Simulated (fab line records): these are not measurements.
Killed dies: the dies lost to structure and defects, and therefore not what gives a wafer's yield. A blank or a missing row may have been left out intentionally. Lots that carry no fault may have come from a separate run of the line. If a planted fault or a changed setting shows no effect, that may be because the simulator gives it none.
Matching of chambers | flow nandHarc | 4 sister chambers for NHARC_A_STAIRCASE_ETCHBACK_157 on rieDiel-10
The step etches the open film in CH3F/O2, target depth 90 nm, time 167.14 s. 4 wafers are shown with their chamber, then 10 later ones without.

## WAFERS, EACH WITH ITS CHAMBER
wafer  | chamber | showerheadPlenumPTorr (Torr)
L353.2 | 3       | 2.27
L355.5 | 1       | 2.63
L361.4 | 2       | 2.52
L361.5 | 0       | 2.57

## WAFERS MISSING THEIR CHAMBER
wafer  | showerheadPlenumPTorr (Torr)
L361.6 | 2.66
L364.1 | 2.52
L364.2 | 2.65
L364.5 | 2.52
L365.1 | 2.65
L365.3 | 2.57
L365.4 | 2.52
L369.1 | 2.51
L369.2 | 2.65
L369.4 | 2.62

## WHICH CHAMBER EACH WENT THROUGH
wafer  | from the rows above | in truth
L361.6 | 1                   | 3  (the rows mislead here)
L364.1 | 2                   | 2
L364.2 | 1                   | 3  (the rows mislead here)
L364.5 | 2                   | 2
L365.1 | 1                   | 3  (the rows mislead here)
L365.3 | 0                   | 0
L365.4 | 2                   | 2
L369.1 | 2                   | 2
L369.2 | 1                   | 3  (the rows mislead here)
L369.4 | 1                   | 1
6 of 10 placed correctly. Number that these rows cannot place: 0. Number placed wrongly: 4.
How it was worked out, from the rows above alone: a wafer's distance from a chamber is the root of the sum, over the readings, of the square of ((its reading less the chamber's mean) divided by the reading's scatter). The wafer belongs to the nearest chamber; if the next one is less than 2 further off, it can't be placed. The mean given for a chamber averages the wafers shown for that chamber. The scatter (one wafer shown for each chamber): square how far every hidden wafer sits from the nearest shown wafer, average those squares and take the square root.
